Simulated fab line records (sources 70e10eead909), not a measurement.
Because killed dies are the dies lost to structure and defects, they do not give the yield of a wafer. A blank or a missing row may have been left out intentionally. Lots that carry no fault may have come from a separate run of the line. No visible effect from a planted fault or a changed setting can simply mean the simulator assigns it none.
fab line records :: flow nand_harc
[record]
  lots = 7
  wafers = 18
  last_day = 33
route steps=1302 shown A_ZERO_WELL@412 A_SOURCE_PLATE@413 A_ONON_D1@424
lots that met no fault: from a run of the same line without faults
start_h: hours from the record's opening day to when the first of the lot's shown wafers began :: wait_h: hours elapsed since this lot's preceding step :: " identical to the entry in the row above :: L1.1+2: one row covering several wafers at once :: - no value, or no start given :: * or withheld: withheld :: < > ~ a bound
route shown NAME@n: a module of which the file shows steps, and the number in the route of the first :: usual: the fault-free wafers' mean and standard deviation :: same: alike in all rows :: chamber/n: place in a boat :: sites: the reading at each site :: _std_site: standard deviation of those values :: _edge_site: the outer-site mean with the inner-site mean subtracted :: radius_mm: how far each site lies from the wafer's centre :: mask NAME#n: copy n :: behind: tool/chamber where the wafer was last shaped :: hold: what put the lot on hold/how long, in hours/how the hold closed :: device: the transistor (n, p or np) that didn't switch :: end of line: the tests these same wafers got at the end of their route :: step lacking rows: just its recipe :: killed: not the wafer's yield, but the dies lost to structure and defects at the first sort :: map: the dies of a wafer, with x for killed, . for not killed, _ for no die there
set.NAME: the setting the step ran with; set.NAME@STEP: the setting that earlier step ran with :: model.NAME: the simulator's own value behind a step, which no gauge read
lots at some steps of the route; a table a step, a row a wafer
services: from which hour (start_h, from the record's first day; less than 0 if before it) a tool's chamber was out of use, for how many hours, and why
[[steps]]
[step NHARC_A_ZERO_WELL_INSPECT_17]
[usual]
  raw_defect_count = 9/4.9
lot.wafer: L510.3
tool: defect_inspect-01
chamber: -
start_h: 189.09
wait_h: 0.1
raw_defect_count: 11

lot.wafer: L510.4
tool: defect_inspect-01
chamber: -
start_h: 189.09
wait_h: 0.1
raw_defect_count: 2

lot.wafer: L510.5
tool: defect_inspect-01
chamber: -
start_h: 189.09
wait_h: 0.1
raw_defect_count: 5

lot.wafer: L512.1
tool: defect_inspect-01
chamber: -
start_h: 213.13
wait_h: 0.2
raw_defect_count: 15

lot.wafer: L512.3
tool: defect_inspect-01
chamber: -
start_h: 213.13
wait_h: 0.2
raw_defect_count: 15

lot.wafer: L512.5
tool: defect_inspect-01
chamber: -
start_h: 213.13
wait_h: 0.2
raw_defect_count: 10

lot.wafer: L519.1
tool: defect_inspect-01
chamber: -
start_h: 283.69
wait_h: 0.2
raw_defect_count: 8

lot.wafer: L519.5
tool: defect_inspect-01
chamber: -
start_h: 283.69
wait_h: 0.2
raw_defect_count: 9

lot.wafer: L520.2
tool: defect_inspect-01
chamber: -
start_h: 294.35
wait_h: 0.1
raw_defect_count: 14

lot.wafer: L520.5
tool: defect_inspect-01
chamber: -
start_h: 294.35
wait_h: 0.1
raw_defect_count: 11

lot.wafer: L521.2
tool: defect_inspect-01
chamber: -
start_h: 304.76
wait_h: 0.1
raw_defect_count: 9

lot.wafer: L521.4
tool: defect_inspect-01
chamber: -
start_h: 304.76
wait_h: 0.1
raw_defect_count: 19

lot.wafer: L521.5
tool: defect_inspect-01
chamber: -
start_h: 304.76
wait_h: 0.1
raw_defect_count: 20

lot.wafer: L522.2
tool: defect_inspect-02
chamber: -
start_h: 310.40
wait_h: 0.1
raw_defect_count: 7

lot.wafer: L522.5
tool: defect_inspect-02
chamber: -
start_h: 310.40
wait_h: 0.1
raw_defect_count: 5

lot.wafer: L526.4
tool: defect_inspect-02
chamber: -
start_h: 353.32
wait_h: 0.1
raw_defect_count: 15

lot.wafer: L526.5
tool: defect_inspect-02
chamber: -
start_h: 353.32
wait_h: 0.1
raw_defect_count: 13

lot.wafer: L526.6
tool: defect_inspect-02
chamber: -
start_h: 353.32
wait_h: 0.1
raw_defect_count: 15
[step NHARC_A_SOURCE_PLATE_PRECLEAN_00]
[recipe]
  time_s = 60
  chemistry = HF-LAST
[step NHARC_A_SOURCE_PLATE_SRD_01]
[step NHARC_A_SOURCE_PLATE_OXIDE_02]
[recipe]
  target_thk_a = 100
  temp_c = 900
  ox_time_s = 1362
  material = SiO2
[step NHARC_A_SOURCE_PLATE_THK_MEAS_09]
[recipe]
  thk_meas_gauge = ellipsometry
[usual]
  thk_nm = 9.7/1
lot.wafer: L510.3
tool: film_metro-01
chamber: -
start_h: 196.34
wait_h: 0.4
thk_nm: 9.9

lot.wafer: L510.4
tool: film_metro-01
chamber: -
start_h: 196.34
wait_h: 0.4
thk_nm: 8.4

lot.wafer: L510.5
tool: film_metro-01
chamber: -
start_h: 196.34
wait_h: 0.4
thk_nm: 9.2

lot.wafer: L512.1
tool: film_metro-01
chamber: -
start_h: 220.47
wait_h: 0.4
thk_nm: 9.3

lot.wafer: L512.3
tool: film_metro-01
chamber: -
start_h: 220.47
wait_h: 0.4
thk_nm: 8.6

lot.wafer: L512.5
tool: film_metro-01
chamber: -
start_h: 220.47
wait_h: 0.4
thk_nm: 11.1

lot.wafer: L519.1
tool: film_metro-01
chamber: -
start_h: 293.28
wait_h: 0.4
thk_nm: 8.8

lot.wafer: L519.5
tool: film_metro-01
chamber: -
start_h: 293.28
wait_h: 0.4
thk_nm: 11.2

lot.wafer: L520.2
tool: film_metro-02
chamber: -
start_h: 303.73
wait_h: 0.4
thk_nm: 9.6

lot.wafer: L520.5
tool: film_metro-02
chamber: -
start_h: 303.73
wait_h: 0.4
thk_nm: 9.5

lot.wafer: L521.2
tool: film_metro-01
chamber: -
start_h: 314.56
wait_h: 0.4
thk_nm: 9.4

lot.wafer: L521.4
tool: film_metro-01
chamber: -
start_h: 314.56
wait_h: 0.4
thk_nm: 9.5

lot.wafer: L521.5
tool: film_metro-01
chamber: -
start_h: 314.56
wait_h: 0.4
thk_nm: 9.0

lot.wafer: L522.2
tool: film_metro-01
chamber: -
start_h: 319.04
wait_h: 0.4
thk_nm: 8.7

lot.wafer: L522.5
tool: film_metro-01
chamber: -
start_h: 319.04
wait_h: 0.4
thk_nm: 9.8

lot.wafer: L526.4
tool: film_metro-01
chamber: -
start_h: 360.11
wait_h: 0.4
thk_nm: 9.5

lot.wafer: L526.5
tool: film_metro-01
chamber: -
start_h: 360.11
wait_h: 0.4
thk_nm: 9.1

lot.wafer: L526.6
tool: film_metro-01
chamber: -
start_h: 360.11
wait_h: 0.4
thk_nm: 9.6
[step NHARC_A_SOURCE_PLATE_PVD_04]
[recipe]
  target_thk_a = 500
  material = WSi2
[step NHARC_A_SOURCE_PLATE_CVD_03]
[recipe]
  target_thk_a = 2000
  temp_c = 620
  pressure_mtorr = 200
  time_s = 4000
  material = poly-Si
[step NHARC_A_SOURCE_PLATE_ANNEAL_05]
[recipe]
  temp_c = 850
  time_s = 1800
[step NHARC_A_SOURCE_PLATE_THK_MEAS_06]
[recipe]
  thk_meas_gauge = ellipsometry
[usual]
  thk_nm = 200.1/2
lot.wafer: L510.3
tool: film_metro-02
chamber: -
start_h: 210.83
wait_h: 0.4
thk_nm: 199.1

lot.wafer: L510.4
tool: film_metro-02
chamber: -
start_h: 210.83
wait_h: 0.4
thk_nm: 199.5

lot.wafer: L510.5
tool: film_metro-02
chamber: -
start_h: 210.83
wait_h: 0.4
thk_nm: 198.8

lot.wafer: L512.1
tool: film_metro-02
chamber: -
start_h: 233.49
wait_h: 0.4
thk_nm: 199.7

lot.wafer: L512.3
tool: film_metro-02
chamber: -
start_h: 233.49
wait_h: 0.4
thk_nm: 199.8

lot.wafer: L512.5
tool: film_metro-02
chamber: -
start_h: 233.49
wait_h: 0.4
thk_nm: 202.9

lot.wafer: L519.1
tool: film_metro-01
chamber: -
start_h: 307.35
wait_h: 0.4
thk_nm: 202.3

lot.wafer: L519.5
tool: film_metro-01
chamber: -
start_h: 307.35
wait_h: 0.4
thk_nm: 200.4

lot.wafer: L520.2
tool: film_metro-02
chamber: -
start_h: 318.20
wait_h: 0.4
thk_nm: 201.6

lot.wafer: L520.5
tool: film_metro-02
chamber: -
start_h: 318.20
wait_h: 0.4
thk_nm: 201.8

lot.wafer: L521.2
tool: film_metro-01
chamber: -
start_h: 328.38
wait_h: 0.4
thk_nm: 199.0

lot.wafer: L521.4
tool: film_metro-01
chamber: -
start_h: 328.38
wait_h: 0.4
thk_nm: 198.0

lot.wafer: L521.5
tool: film_metro-01
chamber: -
start_h: 328.38
wait_h: 0.4
thk_nm: 200.5

lot.wafer: L522.2
tool: film_metro-02
chamber: -
start_h: 331.95
wait_h: 0.4
thk_nm: 196.6

lot.wafer: L522.5
tool: film_metro-02
chamber: -
start_h: 331.95
wait_h: 0.4
thk_nm: 198.0

lot.wafer: L526.4
tool: film_metro-02
chamber: -
start_h: 373.29
wait_h: 0.4
thk_nm: 199.6

lot.wafer: L526.5
tool: film_metro-02
chamber: -
start_h: 373.29
wait_h: 0.4
thk_nm: 198.7

lot.wafer: L526.6
tool: film_metro-02
chamber: -
start_h: 373.29
wait_h: 0.4
thk_nm: 201.6
[step NHARC_A_SOURCE_PLATE_INSPECT_08]
[usual]
  raw_defect_count = 59/25
lot.wafer: L510.3
tool: defect_inspect-02
chamber: -
start_h: 210.93
wait_h: 0.0
raw_defect_count: 107

lot.wafer: L510.4
tool: defect_inspect-02
chamber: -
start_h: 210.93
wait_h: 0.0
raw_defect_count: 74

lot.wafer: L510.5
tool: defect_inspect-02
chamber: -
start_h: 210.93
wait_h: 0.0
raw_defect_count: 69

lot.wafer: L512.1
tool: defect_inspect-01
chamber: -
start_h: 233.59
wait_h: 0.0
raw_defect_count: 65

lot.wafer: L512.3
tool: defect_inspect-01
chamber: -
start_h: 233.59
wait_h: 0.0
raw_defect_count: 57

lot.wafer: L512.5
tool: defect_inspect-01
chamber: -
start_h: 233.59
wait_h: 0.0
raw_defect_count: 25

lot.wafer: L519.1
tool: defect_inspect-01
chamber: -
start_h: 307.41
wait_h: 0.0
raw_defect_count: 116

lot.wafer: L519.5
tool: defect_inspect-01
chamber: -
start_h: 307.41
wait_h: 0.0
raw_defect_count: 89

lot.wafer: L520.2
tool: defect_inspect-02
chamber: -
start_h: 318.30
wait_h: 0.0
raw_defect_count: 46

lot.wafer: L520.5
tool: defect_inspect-02
chamber: -
start_h: 318.30
wait_h: 0.0
raw_defect_count: 52

lot.wafer: L521.2
tool: defect_inspect-02
chamber: -
start_h: 328.48
wait_h: 0.0
raw_defect_count: 70

lot.wafer: L521.4
tool: defect_inspect-02
chamber: -
start_h: 328.48
wait_h: 0.0
raw_defect_count: 88

lot.wafer: L521.5
tool: defect_inspect-02
chamber: -
start_h: 328.48
wait_h: 0.0
raw_defect_count: 46

lot.wafer: L522.2
tool: defect_inspect-02
chamber: -
start_h: 332.04
wait_h: 0.0
raw_defect_count: 97

lot.wafer: L522.5
tool: defect_inspect-02
chamber: -
start_h: 332.04
wait_h: 0.0
raw_defect_count: 30

lot.wafer: L526.4
tool: defect_inspect-01
chamber: -
start_h: 373.38
wait_h: 0.0
raw_defect_count: 109

lot.wafer: L526.5
tool: defect_inspect-01
chamber: -
start_h: 373.38
wait_h: 0.0
raw_defect_count: 44

lot.wafer: L526.6
tool: defect_inspect-01
chamber: -
start_h: 373.38
wait_h: 0.0
raw_defect_count: 54
[step NHARC_A_ONON_D1_DEP_00]
[recipe]
  target_thk_a = 10000
  n2_flow_sccm = 2750
  n2o_flow_sccm = 2000
  nh3_flow_sccm = 500
  sih4_flow_sccm = 210
  temp_c = 400
[usual]
  susceptor_temp_C = 399.98/0.2
lot.wafer: L510.3
tool: pecvd_onon-03
chamber: 0
start_h: 211.11
wait_h: 0.2
susceptor_temp_C: 400.34

lot.wafer: L510.4
tool: pecvd_onon-03
chamber: 0
start_h: 211.11
wait_h: 0.2
susceptor_temp_C: 399.88

lot.wafer: L510.5
tool: pecvd_onon-03
chamber: 0
start_h: 211.11
wait_h: 0.2
susceptor_temp_C: 400.07

lot.wafer: L512.1
tool: pecvd_onon-02
chamber: 0
start_h: 233.66
wait_h: 0.1
susceptor_temp_C: 400.13

lot.wafer: L512.3
tool: pecvd_onon-02
chamber: 0
start_h: 233.66
wait_h: 0.1
susceptor_temp_C: 400.26

lot.wafer: L512.5
tool: pecvd_onon-02
chamber: 0
start_h: 233.66
wait_h: 0.1
susceptor_temp_C: 399.87

lot.wafer: L519.1
tool: pecvd_onon-03
chamber: 0
start_h: 307.48
wait_h: 0.1
susceptor_temp_C: 399.92

lot.wafer: L519.5
tool: pecvd_onon-03
chamber: 0
start_h: 307.48
wait_h: 0.1
susceptor_temp_C: 399.64

lot.wafer: L520.2
tool: pecvd_onon-03
chamber: 0
start_h: 318.43
wait_h: 0.1
susceptor_temp_C: 400.03

lot.wafer: L520.5
tool: pecvd_onon-03
chamber: 0
start_h: 318.43
wait_h: 0.1
susceptor_temp_C: 399.84

lot.wafer: L521.2
tool: pecvd_onon-02
chamber: 0
start_h: 328.61
wait_h: 0.1
susceptor_temp_C: 400.49

lot.wafer: L521.4
tool: pecvd_onon-02
chamber: 0
start_h: 328.61
wait_h: 0.1
susceptor_temp_C: 400.27

lot.wafer: L521.5
tool: pecvd_onon-02
chamber: 0
start_h: 328.61
wait_h: 0.1
susceptor_temp_C: 400.16

lot.wafer: L522.2
tool: pecvd_onon-03
chamber: 0
start_h: 332.16
wait_h: 0.1
susceptor_temp_C: 400.37

lot.wafer: L522.5
tool: pecvd_onon-03
chamber: 0
start_h: 332.16
wait_h: 0.1
susceptor_temp_C: 400.08

lot.wafer: L526.4
tool: pecvd_onon-04
chamber: 0
start_h: 373.62
wait_h: 0.2
susceptor_temp_C: 399.93

lot.wafer: L526.5
tool: pecvd_onon-04
chamber: 0
start_h: 373.62
wait_h: 0.2
susceptor_temp_C: 400.02

lot.wafer: L526.6
tool: pecvd_onon-04
chamber: 0
start_h: 373.62
wait_h: 0.2
susceptor_temp_C: 400.13
[step NHARC_A_ONON_D1_THK_MEAS_02]
[recipe]
  thk_meas_gauge = ellipsometry
[usual]
  thk_nm = 999/9
lot.wafer: L510.3
tool: film_metro-01
chamber: -
start_h: 211.51
wait_h: -
thk_nm: 991

lot.wafer: L510.4
tool: film_metro-01
chamber: -
start_h: 211.51
wait_h: -
thk_nm: 992

lot.wafer: L510.5
tool: film_metro-01
chamber: -
start_h: 211.51
wait_h: -
thk_nm: 990

lot.wafer: L512.1
tool: film_metro-01
chamber: -
start_h: 234.17
wait_h: -
thk_nm: 1008

lot.wafer: L512.3
tool: film_metro-01
chamber: -
start_h: 234.17
wait_h: -
thk_nm: 1008

lot.wafer: L512.5
tool: film_metro-01
chamber: -
start_h: 234.17
wait_h: -
thk_nm: 1009

lot.wafer: L519.1
tool: film_metro-01
chamber: -
start_h: 307.98
wait_h: -
thk_nm: 996

lot.wafer: L519.5
tool: film_metro-01
chamber: -
start_h: 307.98
wait_h: -
thk_nm: 1496

lot.wafer: L520.2
tool: film_metro-02
chamber: -
start_h: 318.88
wait_h: -
thk_nm: 1496

lot.wafer: L520.5
tool: film_metro-02
chamber: -
start_h: 318.88
wait_h: -
thk_nm: 1496

lot.wafer: L521.2
tool: film_metro-01
chamber: -
start_h: 329.06
wait_h: -
thk_nm: 999

lot.wafer: L521.4
tool: film_metro-01
chamber: -
start_h: 329.06
wait_h: -
thk_nm: 997

lot.wafer: L521.5
tool: film_metro-01
chamber: -
start_h: 329.06
wait_h: -
thk_nm: 998

lot.wafer: L522.2
tool: film_metro-02
chamber: -
start_h: 332.61
wait_h: -
thk_nm: 1516

lot.wafer: L522.5
tool: film_metro-02
chamber: -
start_h: 332.61
wait_h: -
thk_nm: 1513

lot.wafer: L526.4
tool: film_metro-01
chamber: -
start_h: 373.96
wait_h: -
thk_nm: 985

lot.wafer: L526.5
tool: film_metro-01
chamber: -
start_h: 373.96
wait_h: -
thk_nm: 985

lot.wafer: L526.6
tool: film_metro-01
chamber: -
start_h: 373.96
wait_h: -
thk_nm: 985
[step NHARC_A_ONON_D1_DEP_03]
[recipe]
  target_thk_a = 10000
  n2_flow_sccm = 2750
  n2o_flow_sccm = 2000
  nh3_flow_sccm = 500
  sih4_flow_sccm = 210
  temp_c = 400
[[services]]
tool: pecvd_onon-03
chamber: -
start_h: 227.24
hours: 13.0
kind: pm

tool: pecvd_onon-04
chamber: -
start_h: 311.39
hours: 13.0
kind: pm

tool: pecvd_onon-02
chamber: -
start_h: 366.00
hours: 13.0
kind: pm
[[key]]
[first_sign]
  step = NHARC_A_ONON_D1_THK_MEAS_02
  reading = thk_nm
  direction = up
  sigmas = 56
  usual = 999
  struck = 1503
effect none on later readings
met_at NHARC_A_ONON_D1_DEP_00
struck_wafers L519.5,L520.2,L520.5,L522.2,L522.5
sort_left_out L519.5,L520.2,L520.5,L522.2,L522.5
tester_left_out L519,L520,L522
onset_between 211.11 307.48
[fault]
  kind = process_parameter_drift
  tool = pecvd_onon-03
  chamber = -
  onset_h = 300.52
  steps = NHARC_A_ONON_D1_DEP_00
  channel = target_thk_a
  offset = *
  shape = step
  end_h = 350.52
  scope = struck_wafers_only
  acts_in = *
  stated = *
// tester_left_out: of these lots the tester's yield and bins aren't shown, on N5 and GAA mostly nor the transistor test; their killed dies are dies lost to structure and defects alone, not to doping, threshold or leakage, so they don't give the yield
// sort_left_out: the simulated sort isn't trusted on such a fault, so these wafers' sort isn't shown, and their yield isn't known
